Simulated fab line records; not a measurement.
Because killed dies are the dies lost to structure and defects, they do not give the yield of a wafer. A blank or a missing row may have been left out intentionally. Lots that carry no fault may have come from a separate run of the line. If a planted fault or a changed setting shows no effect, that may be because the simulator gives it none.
Which tool is to blame?    flow nandHarc    Sampling: 11 lots, 33 wafers, 6 of 1302 route steps

== WHAT THE GAUGES SHOWED, per wafer ==
NHARC_P_CONTACT_CD_MEAS_12: target cd 90 nm.
lot   measured      on        cdNm (nm)
L121  day 6 00:58   cdSem-02  89.6 90.0 89.9
L123  day 7 02:14   cdSem-03  89.4 89.3 89.6
L122  day 7 03:05   cdSem-02  90.2 90.8 90.8
L124  day 7 16:05   cdSem-03  89.8 89.8 90.2
L125  day 8 00:38   cdSem-01  89.6 89.9 90.1
L127  day 8 23:51   cdSem-02  90.0 90.1 89.4
L128  day 9 00:37   cdSem-03  89.7 89.8 89.8
L129  day 9 13:47   cdSem-01  90.5 89.6 89.8
L130  day 10 00:46  cdSem-03  91.2 90.3 91.3
L133  day 11 07:53  cdSem-03  90.6 90.0 89.9
L134  day 11 21:56  cdSem-03  94.5 94.7 94.8

NHARC_P_CONTACT_INSPECT_14.
lot   measured      on                rawDefectCount
L121  day 6 01:05   defectInspect-02  3 4 3
L123  day 7 02:22   defectInspect-02  4 5 3
L122  day 7 03:13   defectInspect-02  2 1 2
L124  day 7 16:13   defectInspect-02  3 4 7
L125  day 8 00:46   defectInspect-01  7 6 4
L127  day 8 23:58   defectInspect-01  3 4 3
L128  day 9 00:44   defectInspect-02  6 5 4
L129  day 9 13:55   defectInspect-02  4 5 3
L130  day 10 00:53  defectInspect-02  0 1 3
L133  day 11 08:00  defectInspect-02  5 8 12
L134  day 11 22:03  defectInspect-02  3 5 8

NHARC_P_CONTACT_CD_MEAS_19.
lot   measured      on        cdNm (nm)
L121  day 6 02:31   cdSem-03  88.9 90.1 90.2
L123  day 7 03:17   cdSem-02  89.7 89.3 89.1
L122  day 7 04:09   cdSem-01  89.4 89.5 90.9
L124  day 7 17:08   cdSem-01  90.9 89.8 90.3
L125  day 8 01:42   cdSem-01  91.2 89.4 89.4
L127  day 9 00:54   cdSem-02  88.8 91.5 90.8
L128  day 9 01:53   cdSem-03  89.0 89.1 90.0
L129  day 9 14:51   cdSem-03  91.3 88.2 90.3
L130  day 10 01:50  cdSem-03  90.9 89.3 89.7
L133  day 11 08:56  cdSem-03  89.2 90.1 88.4
L134  day 11 23:05  cdSem-03  93.8 94.0 93.9

== WHICH TOOL RAN EACH LOT (tool, then ch and the chambers of the sampled wafers, then the start) ==
lot   NHARC_P_GATE_STRIP_113               NHARC_P_CONTACT_EXPOSE_09          NHARC_P_CONTACT_ETCH_35
L121  plasmaAsher-01 ch 0,1, day 5 20:55   arfiScanner-03 ch 0, day 6 00:49   rieDiel-09 ch 0,1,2, day 6 01:14
L123  plasmaAsher-02 ch 0,1, day 6 22:05   arfiScanner-02 ch 0, day 7 02:06   rieDiel-04 ch 0,1,2, day 7 02:31
L122  plasmaAsher-02 ch 0,1, day 6 22:59   arfiScanner-03 ch 0, day 7 02:56   rieDiel-08 ch 0,1, day 7 03:21
L124  plasmaAsher-02 ch 0,1, day 7 12:01   arfiScanner-02 ch 0, day 7 15:57   rieDiel-04 ch 1,3, day 7 16:22
L125  plasmaAsher-01 ch 0,1, day 7 20:44   arfiScanner-01 ch 0, day 8 00:30   rieDiel-04 ch 0,1, day 8 00:55
L127  plasmaAsher-02 ch 0,1, day 8 20:04   arfiScanner-01 ch 0, day 8 23:43   rieDiel-04 ch 1,2,3, day 9 00:07
L128  plasmaAsher-01 ch 0,1, day 8 20:31   arfiScanner-01 ch 0, day 9 00:28   rieDiel-09 ch 0,1, day 9 00:53
L129  plasmaAsher-02 ch 0,1, day 9 09:39   arfiScanner-03 ch 0, day 9 13:39   rieDiel-08 ch 0,3, day 9 14:04
L130  plasmaAsher-01 ch 0,1, day 9 20:50   arfiScanner-02 ch 0, day 10 00:38  rieDiel-09 ch 0,1,3, day 10 01:03
L133  plasmaAsher-01 ch 0,1, day 11 03:50  arfiScanner-03 ch 0, day 11 07:44  rieDiel-09 ch 0,1, day 11 08:10
L134  plasmaAsher-01 ch 0,1, day 11 18:07  arfiScanner-02 ch 0, day 11 21:48  rieDiel-08 ch 0,2,3, day 11 22:14
- NHARC_P_GATE_STRIP_113: strips in N2/H2, time 740 s.
- NHARC_P_CONTACT_EXPOSE_09: exposes mask P CA, target cd 90 nm.
- NHARC_P_CONTACT_ETCH_35: etches the open film in CF4, target depth 39 nm, time 65 s.

== WHAT THE TOOLS THEMSELVES READ (means of the sampled wafers that have a number; where no wafer has one, the mark that the record gives instead) ==
NHARC_P_GATE_STRIP_113.
lot   tool            drypumpMotorCurrentA (A)  heaterPowerW (W)
L121  plasmaAsher-01  5.9                       87.0
L123  plasmaAsher-02  5.2                       85.1
L122  plasmaAsher-02  5.2                       85.7
L124  plasmaAsher-02  5.3                       87.3
L125  plasmaAsher-01  5.9                       87.1
L127  plasmaAsher-02  5.2                       86.9
L128  plasmaAsher-01  5.9                       86.2
L129  plasmaAsher-02  5.2                       86.0
L130  plasmaAsher-01  5.9                       86.7
L133  plasmaAsher-01  5.6                       84.5
L134  plasmaAsher-01  5.6                       84.5

NHARC_P_CONTACT_EXPOSE_09.
lot   tool            stageVelMmS (mm/s)
L121  arfiScanner-03  499.84
L123  arfiScanner-02  500.35
L122  arfiScanner-03  500.04
L124  arfiScanner-02  499.67
L125  arfiScanner-01  500.18
L127  arfiScanner-01  499.88
L128  arfiScanner-01  500.08
L129  arfiScanner-03  500.07
L130  arfiScanner-02  499.79
L133  arfiScanner-03  499.85
L134  arfiScanner-02  500.00

NHARC_P_CONTACT_ETCH_35.
lot   tool        drypumpMotorCurrentA (A)  oesProductAu (a.u.)  rfVppV (V)  showerheadPlenumPTorr (Torr)  throttleValvePct (%)
L121  rieDiel-09  5.7                       0.992                151.6       1.79                          13.280
L123  rieDiel-04  6.1                       0.991                151.8       1.78                          13.280
L122  rieDiel-08  5.9                       1.000                151.1       1.75                          13.290
L124  rieDiel-04  5.7                       0.998                153.2       1.87                          13.293
L125  rieDiel-04  6.1                       0.998                151.5       1.82                          13.285
L127  rieDiel-04  5.8                       1.001                152.1       1.84                          13.281
L128  rieDiel-09  5.4                       0.999                151.6       1.77                          13.285
L129  rieDiel-08  6.0                       1.000                150.9       1.75                          13.282
L130  rieDiel-09  5.4                       0.990                151.1       1.77                          13.278
L133  rieDiel-09  5.8                       0.998                151.4       1.83                          13.285
L134  rieDiel-08  5.9                       1.001                150.2       1.76                          13.286

== THE ANSWER, worked out from the rows above alone ==
Rule: the lots themselves supply what counts as usual. The widest of any qualifying gaps counts: lots, ordered by their means at a reading, are off when they make up no more than a third of the lots, leave a main group of 4 or more, and stand apart from it by 3 or more times the standard deviation of that group's means. Not used: any main group whose means are identical at the precision the tables above print for the reading. Also off: a lot with no number at a reading for which 4 or more lots have one. Where the step has rows for the other lots, those lots are counted as sound. The gauges are gone through in route order, then the tools' own readings, and for those a lot's mean is taken as printed above. At the first step where some lot is off, the reading lying furthest off is the one used; lots without a number count as furthest.
Off, at NHARC_P_CONTACT_CD_MEAS_12 on cdNm: L134. Main group: mean 90.0 nm, sd 0.41.
A tool fits if, at a process step before that reading, it ran every lot that is off, and no sound lot after the first of them. Those tools and the gauges at NHARC_P_CONTACT_CD_MEAS_12 are tried in the same way. Can't be told from this: 3 tools fit, plasmaAsher-01 at NHARC_P_GATE_STRIP_113, arfiScanner-02 at NHARC_P_CONTACT_EXPOSE_09, cdSem-03 at NHARC_P_CONTACT_CD_MEAS_12.

== WHAT THE SIMULATOR PUT IN ==
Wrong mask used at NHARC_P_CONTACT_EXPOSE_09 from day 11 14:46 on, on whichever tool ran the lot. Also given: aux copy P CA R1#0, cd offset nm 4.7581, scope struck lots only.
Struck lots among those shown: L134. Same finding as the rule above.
